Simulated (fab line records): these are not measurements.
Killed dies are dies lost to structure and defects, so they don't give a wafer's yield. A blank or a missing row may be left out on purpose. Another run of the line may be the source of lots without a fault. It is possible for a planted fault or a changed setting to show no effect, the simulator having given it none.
Lot-split experiment | flow n5-finfet | route with 1938 steps; 7 lots, 39 wafers read

## THE SPLIT
At N5_DUMMY_GATE_EXPOSE_12 (exposes mask GATE, target cd 25 nm), the setting dose-mj was moved away from the recipe's 34 on 12 of the 39 wafers read, by -3.2% to +5.9%. All remaining wafers had this setting at the recipe value.

## FROM THE SPLIT TO THE READING: what the file shows between them, 2 steps
- N5_DUMMY_GATE_PEB_13: peb time 60 s
- N5_DUMMY_GATE_DEVELOP_14: develop time 30 s

## THE READING
cd-nm at N5_DUMMY_GATE_CD_MEAS_15, given in nm (cd target 25.8 nm). A value of 24.93 nm with a standard deviation of 0.22 nm is what fault-free wafers of this fab line usually give.

wafer  | tool, chamber at the split | dose-mj as run | against the recipe | cd-nm, nm | against lot-mates on the recipe
L077.1 | euv-scanner-01, 0          | 34             | recipe             | 25.10     | -
L077.2 | euv-scanner-01, 0          | 34             | recipe             | 25.08     | -
L077.3 | euv-scanner-01, 0          | 34             | recipe             | 24.59     | -
L077.4 | euv-scanner-01, 0          | 34             | recipe             | 25.30     | -
L077.5 | euv-scanner-01, 0          | 34             | recipe             | 25.48     | -
L077.6 | euv-scanner-01, 0          | 34             | recipe             | 24.83     | -
L079.1 | euv-scanner-01, 0          | 34             | recipe             | 24.87     | -
L079.2 | euv-scanner-01, 0          | 34             | recipe             | 25.02     | -
L079.3 | euv-scanner-01, 0          | 35.89          | +5.6%              | 23.83     | -1.07
L079.4 | euv-scanner-01, 0          | 35.89          | +5.6%              | 23.69     | -1.21
L079.5 | euv-scanner-01, 0          | 34             | recipe             | 24.81     | -
L079.6 | euv-scanner-01, 0          | 35.89          | +5.6%              | 23.86     | -1.04
L081.1 | euv-scanner-02, 0          | 34             | recipe             | 25.15     | -
L081.2 | euv-scanner-02, 0          | 36             | +5.9%              | 23.50     | -1.62
L081.3 | euv-scanner-02, 0          | 36             | +5.9%              | 23.64     | -1.48
L081.4 | euv-scanner-02, 0          | 36             | +5.9%              | 23.82     | -1.30
L081.5 | euv-scanner-02, 0          | 34             | recipe             | 25.00     | -
L081.6 | euv-scanner-02, 0          | 34             | recipe             | 25.21     | -
L086.1 | euv-scanner-02, 0          | 35.74          | +5.1%              | 24.12     | -0.78
L086.2 | euv-scanner-02, 0          | 34             | recipe             | 24.83     | -
L086.3 | euv-scanner-02, 0          | 34             | recipe             | 24.81     | -
L086.4 | euv-scanner-02, 0          | 35.74          | +5.1%              | 23.48     | -1.42
L086.5 | euv-scanner-02, 0          | 35.74          | +5.1%              | 24.30     | -0.60
L086.6 | euv-scanner-02, 0          | 34             | recipe             | 25.06     | -
L089.1 | euv-scanner-01, 0          | 34             | recipe             | 24.90     | -
L089.2 | euv-scanner-01, 0          | 34             | recipe             | 25.09     | -
L089.3 | euv-scanner-01, 0          | 34             | recipe             | 25.12     | -
L089.4 | euv-scanner-01, 0          | 34             | recipe             | 25.08     | -
L089.5 | euv-scanner-01, 0          | 34             | recipe             | 24.98     | -
L089.6 | euv-scanner-01, 0          | 34             | recipe             | 25.15     | -
L091.1 | euv-scanner-02, 0          | 32.92          | -3.2%              | 25.81     | +0.85
L091.2 | euv-scanner-02, 0          | 34             | recipe             | 24.95     | -
L091.3 | euv-scanner-02, 0          | 34             | recipe             | 25.06     | -
L091.4 | euv-scanner-02, 0          | 34             | recipe             | 24.88     | -
L091.5 | euv-scanner-02, 0          | 32.92          | -3.2%              | 25.63     | +0.67
L091.6 | euv-scanner-02, 0          | 32.92          | -3.2%              | 25.62     | +0.66
L092.1 | euv-scanner-02, 0          | 34             | recipe             | 25.15     | -
L092.2 | euv-scanner-02, 0          | 34             | recipe             | 25.07     | -
L092.3 | euv-scanner-02, 0          | 34             | recipe             | 25.30     | -

FIT RESULTS
A straight line over all 39 wafers: cd-nm changes by -0.221 nm for each +1% of dose-mj; r = -0.95; the points scatter about the line by 0.19 nm.
The same after taking each lot's own level away (the mean of its wafers on the recipe; 39 wafers): -0.216 nm for each +1%; r = -0.95; scatter 0.19 nm.
That fit puts the effect of the largest move of dose-mj on the reading at 1.3 nm.
Measured against the standard deviation above, the lots' own levels, which go from 24.900 to 25.173 nm, span 1.2 times it.
Consequently the slope shifts little with the lot-to-lot level, the two slopes agreeing.
Check: for one of the wafers moved furthest among these (+5.9%), held out of the fit, the line's prediction against its lot-mates is -1.21 nm. Against them it came out at -1.62 nm.

## FURTHER SPLITS ON THESE WAFERS
Before the reading, these wafers also passed through other splits. Each is held against what the fit with the lots' levels taken away leaves over:
other split on the same wafers | wafers away from the commonest value | r with cd-nm (lot level and that fit taken away)
N5_DUMMY_GATE_HM_DEP_06 time-s | 30                                   | -0.11

## THE FILE'S OWN FIT
cd-nm changes by -0.215 nm for each +1% of dose-mj, r = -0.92.
